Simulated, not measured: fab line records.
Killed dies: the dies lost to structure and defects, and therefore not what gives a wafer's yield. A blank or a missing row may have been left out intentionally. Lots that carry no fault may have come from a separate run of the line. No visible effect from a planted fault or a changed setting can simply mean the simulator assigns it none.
One fault seen from 2 desks | flow n5 finfet | numbers are kept per desk, each desk with only its own; the story behind them comes last

TOOL OWNER'S DESK, remote plasma-01
The tool's own readings at N5_DUMMY_REMOVAL_PRECLEAN_08 (cleans in NF3:NH3, afs cycles 2, time 20 s, sublimation time 60 s): means of the sampled wafers that have a number, for each lot that ran on this tool. Marked OUT: a lot whose mean sits more than 4 standard deviations from the usual mean, which makes it out of limits; the brackets give that distance.
Columns: A = temp c at N5_DUMMY_REMOVAL_PRECLEAN_08, usual 30.03 C
lot  | first seen here | A
L773 | day 3 23:25     | 30.14
L774 | day 4 05:22     | 30.04
L775 | day 4 09:31     | 30.02
L776 | day 4 16:44     | 30.03
L785 | day 7 02:43     | 29.45 (-4.9) OUT
This desk's verdict: out of limits on L785, starting with L785 at day 7 02:43 (temp c at N5_DUMMY_REMOVAL_PRECLEAN_08). Within limits: L773, L774, L775, L776.

METROLOGY DESK
What the gauges read, lot by lot, whatever tool the lot ran on: means of the sampled wafers that have a number. Marked OUT: a lot whose mean sits more than 4 standard deviations from the usual mean, which makes it out of limits; the brackets give that distance. It has 13 readings; the 7 that lie furthest out on some lot are the ones shown.
Columns: A = RS_SD_N at N5_SD_ACTIVATION_RS_MEAS_03, usual 21.79 ohm/sq; B = RS_SD_P at N5_SD_ACTIVATION_RS_MEAS_03, usual 56.0 ohm/sq; C = cd nm at N5_HKMG_FIN_CD_MEAS_49, usual 201.9 nm; D = DIBL_N at N5_BEOL_M4_RC_MEAS_101, usual 35.9 mV/V; E = DIBL_P at N5_BEOL_M4_RC_MEAS_101, usual 35.9 mV/V; F = ION_P at N5_BEOL_M4_RC_MEAS_101, usual 462 uA/um; G = VT_P at N5_BEOL_M4_RC_MEAS_101, usual -250.6 mV
lot  | first seen here | A     | B    | C     | D    | E    | F   | G
L773 | day 3 10:50     | 21.90 | 56.0 | 202.1 | 36.5 | 36.8 | 458 | -252.3
L774 | day 3 16:57     | 21.47 | 55.9 | 201.2 | 35.4 | 36.0 | 460 | -251.5
L775 | day 3 22:00     | 22.41 | 56.8 | 201.4 | 33.7 | 34.8 | 463 | -250.3
L776 | day 4 05:19     | 22.13 | 55.7 | 202.4 | 35.9 | 36.9 | 458 | -253.1
L785 | day 6 15:02     | 21.55 | 54.8 | 201.9 | 34.5 | 34.0 | 471 | -249.1
L787 | day 6 22:46     | 21.75 | 55.6 | 202.0 | 33.7 | 35.4 | 473 | -247.9
L790 | day 7 17:19     | 21.82 | 56.0 | 202.0 | 36.4 | 36.6 | 456 | -253.4
L791 | day 7 20:58     | 21.50 | 55.9 | 202.1 | 34.7 | 36.4 | 468 | -251.3
L796 | day 9 03:00     | 21.48 | 54.4 | 201.5 | 35.5 | 34.7 | 471 | -246.5
This desk's verdict: no lot among the 9 shows anything out of limits.

PUT TOGETHER
An alarm could have come from the tool owner's desk at day 7 02:43, on L785.
At the metrology desk, nothing out of limits was observed.
The metrology desk has L785 on record, within its limits.
On remote plasma-01, each named lot ran N5_DUMMY_REMOVAL_PRECLEAN_08.

WHAT HAD BEEN PUT IN BY THE SIMULATOR
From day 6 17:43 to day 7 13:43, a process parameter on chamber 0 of remote plasma-01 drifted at N5_DUMMY_REMOVAL_PRECLEAN_08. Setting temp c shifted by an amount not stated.
Struck lots among those shown: L785.
How many hours passed from the start of the fault until each desk's first out-of-limits reading: the tool owner's desk, 9.
